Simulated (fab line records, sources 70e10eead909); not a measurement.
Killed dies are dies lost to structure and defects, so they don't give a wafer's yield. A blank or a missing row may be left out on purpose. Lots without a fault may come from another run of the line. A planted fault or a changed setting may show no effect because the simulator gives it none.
Chamber matching | flow nand_harc | NHARC_P_M1_PRE_CLEAN_32 on pecvd-03: 3 sister chambers
The step time 12 s. 22 wafers are shown with their chamber, then 11 later ones without.

WAFERS WITH THEIR CHAMBER
wafer  | chamber | heater_power_w (W) | heater_power_outer_w (W)
L075.2 | 1       | 520                | 311
L075.5 | 1       | 523                | 319
L075.6 | 0       | 466                | 254
L079.1 | 2       | 623                | 363
L079.3 | 1       | 595                | 370
L079.6 | 0       | 497                | 284
L082.2 | 1       | 529                | 314
L082.4 | 1       | 539                | 322
L082.5 | 0       | 513                | 298
L085.3 | 0       | 504                | 290
L085.5 | 1       | 624                | 385
L085.6 | 2       | 722                | 445
L089.4 | 0       | 512                | 293
L089.5 | 1       | 592                | 373
L089.6 | 2       | 656                | 389
L092.1 | 1       | 617                | 402
L092.3 | 2       | 668                | 385
L092.5 | 2       | 647                | 394
L093.2 | 0       | 527                | 302
L093.3 | 2       | 635                | 395
L093.6 | 2       | 648                | 397
L096.1 | 0       | 528                | 294

SIGNATURES (means of the wafers above)
reading              | chamber 0 | chamber 1 | chamber 2 | scatter within a chamber
heater_power_w       | 506.71    | 567.38    | 657.00    | 34.3
heater_power_outer_w | 287.86    | 349.50    | 395.43    | 27.7
Rule: a wafer's distance from a chamber is the root of the sum, over the readings, of the square of ((its reading less the chamber's mean) divided by the reading's scatter). The wafer belongs to the nearest chamber; if the next one is less than 2 further off, it can't be placed. The scatter: the root of (the sum of the squares of (reading less its chamber's mean) over the shown wafers, divided by (wafers less chambers)).

WAFERS WITHOUT THEIR CHAMBER
wafer  | heater_power_w (W) | heater_power_outer_w (W)
L096.2 | 735                | 457
L096.4 | 729                | 448
L096.3 | 564                | 358
L096.5 | 587                | 348
L096.6 | 520                | 295
L095.2 | 547                | 341
L095.3 | 457                | 265
L095.5 | 629                | 370
L097.1 | 680                | 400
L097.3 | 479                | 258
L097.4 | 598                | 364

WHICH CHAMBER EACH WENT THROUGH
wafer  | from the rows above     | in truth
L096.2 | 2                       | 2
L096.4 | 2                       | 2
L096.3 | 1                       | 1
L096.5 | 1                       | 1
L096.6 | can't be placed: 0 or 1 | 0
L095.2 | can't be placed: 1 or 0 | 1
L095.3 | 0                       | 0
L095.5 | can't be placed: 2 or 1 | 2
L097.1 | 2                       | 2
L097.3 | 0                       | 0
L097.4 | can't be placed: 1 or 2 | 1
Placed correctly: 7 of 11. Can't be placed from these rows: 4 (the true chamber is among the candidates in 4). Placed wrongly: 0.
